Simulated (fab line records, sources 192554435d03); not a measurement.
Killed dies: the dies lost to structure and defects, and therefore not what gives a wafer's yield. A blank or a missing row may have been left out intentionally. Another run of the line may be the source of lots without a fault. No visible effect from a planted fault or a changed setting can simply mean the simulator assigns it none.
Code-filled problem report in 8D (eight disciplines) form / flow n5 finfet / the parts of the form that need people (team, actions taken, sign-off) are left out

## 1. WHAT IS WRONG
Wafers without a fault read 42.49, standard deviation 0.045; exposure dose mJ cm2 at N5_BEOL_M8_EXPOSE_25 reads a mean of 43.22 on 6 wafers belonging to 2 lots. Measured from the usual mean, that is +16 standard deviations.
The step: exposes mask V7, target cd 40 nm.
First seen on wafer L865.2, day 13 05:10, on euv scanner-02. The record has a number at this step for 33 wafers belonging to 11 lots. Rule for "out", or "out of limits": more than 4 standard deviations from the usual mean. Any other wafer with a number is counted as sound.

## 2. WHAT IT IS, AND WHAT IT ISN'T
question=which readings at this step | is=exposure dose mJ cm2 | is not=-
question=which lots | is=L865, L866 | is not=L852, L853, L854, L855, L856, L860, L869, L870, L871
question=which wafers of those lots | is=all that have a number | is not=-
question=read on which tools | is=euv scanner-02 | is not=euv scanner-01
question=when | is=from day 13 05:10 | is not=up to then (18 sound wafers); but 9 sound wafers of L869, L870, L871 came after

## 3. SUSPECTS, AND WHAT RULES EACH OUT
Counting: a tool at a process step up to the reading stays a suspect if it ran every lot that is out and no sound lot after the first of them.
- euv scanner-02 at N5_BEOL_M8_EXPOSE_25 (exposes mask V7, target cd 40 nm): kept. All lots that are out passed through it, beginning with L865 at day 13 05:10, and no sound lot followed; its final sound lot before that point was L855 at day 10 00:13. Its own readings are out on those wafers: exposure dose mJ cm2.
The count leaves euv scanner-02 at N5_BEOL_M8_EXPOSE_25.

## 4. THE CAUSE (what the simulator had put in)
Drift in process parameters on euv scanner-02 at N5_BEOL_M8_EXPOSE_25, starting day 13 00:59. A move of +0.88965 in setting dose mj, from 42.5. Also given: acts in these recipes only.
Only this tool survived the counting.

## 5. THE CHAIN OF EFFECTS, in route order
Each row: a reading whose mean over the struck wafers that have a number lies more than 3 standard deviations from the usual. Readings are gone through only where the record gives a usual standard deviation; hours: the median, over the lots, of the time from a lot's start at the first step in this table giving one to that lot's start at this step; sigmas: the change measured in usual standard deviations.
hours=0; step=N5_BEOL_M8_EXPOSE_25; reading=exposure dose mJ cm2; usual=42.49; on struck wafers=43.22; change=+0.73; sigmas=+16
The process steps in it:
- N5_BEOL_M8_EXPOSE_25: exposes mask V7, target cd 40 nm.

## 6. HOW IT WOULD HAVE BEEN CAUGHT EARLIER
First out-of-limits reading in this record: day 13 05:10, which is 4 hours after fault onset at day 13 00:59.
